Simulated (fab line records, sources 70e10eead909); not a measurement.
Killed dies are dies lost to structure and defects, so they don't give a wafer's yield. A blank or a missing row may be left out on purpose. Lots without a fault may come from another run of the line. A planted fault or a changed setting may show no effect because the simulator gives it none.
Chamber matching | flow nand_harc | NHARC_A_WL_FILL_ALD_19 on ald_metal-03: 4 sister chambers
The step deposits TiN, target thk 2 nm, pulse time 3 s, ald cycles 100. 16 wafers are shown with their chamber, then 8 later ones without.

WAFERS WITH THEIR CHAMBER
wafer  | chamber | heater_power_outer_w (W) | heater_power_w (W) | precursor_pulse_height_rel
L081.2 | 2       | 682                      | 1062               | 1.008
L081.4 | 0       | 495                      | 865                | 0.971
L081.5 | 0       | 485                      | 862                | 1.001
L084.1 | 1       | 622                      | 1005               | 0.994
L084.2 | 2       | 672                      | 1031               | 0.965
L084.6 | 1       | 619                      | 1001               | 1.020
L080.1 | 0       | 481                      | 872                | 0.998
L080.5 | 0       | 489                      | 881                | 0.989
L080.6 | 3       | 735                      | 1071               | 1.034
L085.1 | 3       | 740                      | 1079               | 1.018
L085.5 | 1       | 610                      | 1037               | 1.027
L085.6 | 0       | 481                      | 849                | 1.006
L091.1 | 2       | 701                      | 1038               | 1.016
L091.3 | 1       | 624                      | 1008               | 0.979
L091.5 | 1       | 622                      | 1020               | 1.000
L086.1 | 2       | 696                      | 1037               | 0.994

SIGNATURES (means of the wafers above)
reading                    | chamber 0 | chamber 1 | chamber 2 | chamber 3 | scatter within a chamber
heater_power_outer_w       | 486.20    | 619.40    | 687.75    | 737.50    | 8.17
heater_power_w             | 865.80    | 1014.20   | 1042.00   | 1075.00   | 12.9
precursor_pulse_height_rel | 0.99300   | 1.00400   | 0.99575   | 1.02600   | 0.0181
Rule: a wafer's distance from a chamber is the root of the sum, over the readings, of the square of ((its reading less the chamber's mean) divided by the reading's scatter). The wafer belongs to the nearest chamber; if the next one is less than 2 further off, it can't be placed. The scatter: the root of (the sum of the squares of (reading less its chamber's mean) over the shown wafers, divided by (wafers less chambers)).

WAFERS WITHOUT THEIR CHAMBER
wafer  | heater_power_outer_w (W) | heater_power_w (W) | precursor_pulse_height_rel
L086.2 | 740                      | 1075               | 1.013
L086.4 | 638                      | 1024               | 0.998
L092.2 | 481                      | 870                | 1.022
L092.4 | 688                      | 1024               | 1.018
L092.5 | 679                      | 1052               | 1.008
L094.1 | 618                      | 1020               | 1.010
L094.3 | 496                      | 853                | 0.995
L094.5 | 690                      | 1060               | 0.986

WHICH CHAMBER EACH WENT THROUGH
wafer  | from the rows above | in truth
L086.2 | 3                   | 3
L086.4 | 1                   | 1
L092.2 | 0                   | 0
L092.4 | 2                   | 2
L092.5 | 2                   | 2
L094.1 | 1                   | 1
L094.3 | 0                   | 0
L094.5 | 2                   | 2
Placed correctly: 8 of 8. Can't be placed from these rows: 0. Placed wrongly: 0.
